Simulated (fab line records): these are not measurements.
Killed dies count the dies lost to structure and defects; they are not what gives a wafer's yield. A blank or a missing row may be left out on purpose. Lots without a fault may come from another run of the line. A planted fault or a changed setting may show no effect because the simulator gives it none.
What tool caused it? ; flow nand-harc ; 15 lots with 42 wafers sampled at 2 steps, on a route of 1302 steps

## WHAT THE GAUGES READ, wafer by wafer
NHARC_A_ONON_D2_THK_MEAS_02: measures by ellipsometry. Usual: 1005 nm for thk-nm, sd 12.
lot;measured;on;thk-nm (nm);flag
L687;day 12 06:41;film-metro-01;1007 1007 1006;
L688;day 13 11:25;film-metro-02;606 1034;OFF
L690;day 14 03:14;film-metro-01;1004 1005 1003;
L691;day 14 07:46;film-metro-02;566 993;OFF
L692;day 14 21:29;film-metro-02;581 1006;OFF
L698;day 17 08:22;film-metro-01;997 1000 997;
L700;day 18 12:39;film-metro-02;1000 999 1000;
L704;day 19 17:45;film-metro-01;1015 1017 1014;
L702;day 19 17:46;film-metro-02;1001 1002 1000;
L703;day 19 17:56;film-metro-01;993 993 994;
L705;day 20 11:52;film-metro-01;1009 1011 1009;
L706;day 20 19:46;film-metro-02;987 987 985;
L707;day 21 01:19;film-metro-02;999 998 998;
L708;day 21 17:22;film-metro-01;1021 1020 1023;
L709;day 22 06:12;film-metro-02;1017 1016 1018;

## TOOL THAT RAN EACH LOT (tool first, then ch and the chambers of the sampled wafers, then the start)
lot;NHARC_A_ONON_D2_DEP_00
L687;pecvd-onon-02 ch 0, day 12 06:17
L688;pecvd-onon-02 ch 0, day 13 10:58
L690;pecvd-onon-03 ch 0, day 14 02:44
L691;pecvd-onon-02 ch 0, day 14 07:19
L692;pecvd-onon-02 ch 0, day 14 21:02
L698;pecvd-onon-02 ch 0, day 17 07:58
L700;pecvd-onon-02 ch 0, day 18 12:15
L704;pecvd-onon-02 ch 0, day 19 17:15
L702;pecvd-onon-03 ch 0, day 19 17:22
L703;pecvd-onon-04 ch 0, day 19 17:32
L705;pecvd-onon-02 ch 0, day 20 11:22
L706;pecvd-onon-04 ch 0, day 20 19:19
L707;pecvd-onon-04 ch 0, day 21 00:52
L708;pecvd-onon-02 ch 0, day 21 16:51
L709;pecvd-onon-03 ch 0, day 22 05:41
- NHARC_A_ONON_D2_DEP_00: target thk 1000 nm.

## WHAT THE TOOLS THEMSELVES READ (means of the sampled wafers that have a number; where no wafer has one, the mark that the record gives instead)
The record holds no such reading with a usual standard deviation.

## THE ANSWER, worked out from the rows above alone
Rule: lot off if the mean of its wafers having a number is beyond 3 standard deviations from the usual mean. Also off: a lot with no number at a reading for which 4 or more lots have one. Where the step has rows for the other lots, those lots are counted as sound. After the gauges, taken in route order, come the tools' own readings; for these a lot's mean is taken, as printed above. At the first step where some lot is off, the reading lying furthest off is the one used; lots without a number count as furthest.
Off: L688, L691, L692 (NHARC_A_ONON_D2_THK_MEAS_02, thk-nm).
If a tool, at a process step before that reading, ran all the lots that are off and no sound lot after the first of them, it fits. The gauges at NHARC_A_ONON_D2_THK_MEAS_02 are tried like those tools. Not one of the candidates tried fits.

## WHAT HAD BEEN PUT IN BY THE SIMULATOR
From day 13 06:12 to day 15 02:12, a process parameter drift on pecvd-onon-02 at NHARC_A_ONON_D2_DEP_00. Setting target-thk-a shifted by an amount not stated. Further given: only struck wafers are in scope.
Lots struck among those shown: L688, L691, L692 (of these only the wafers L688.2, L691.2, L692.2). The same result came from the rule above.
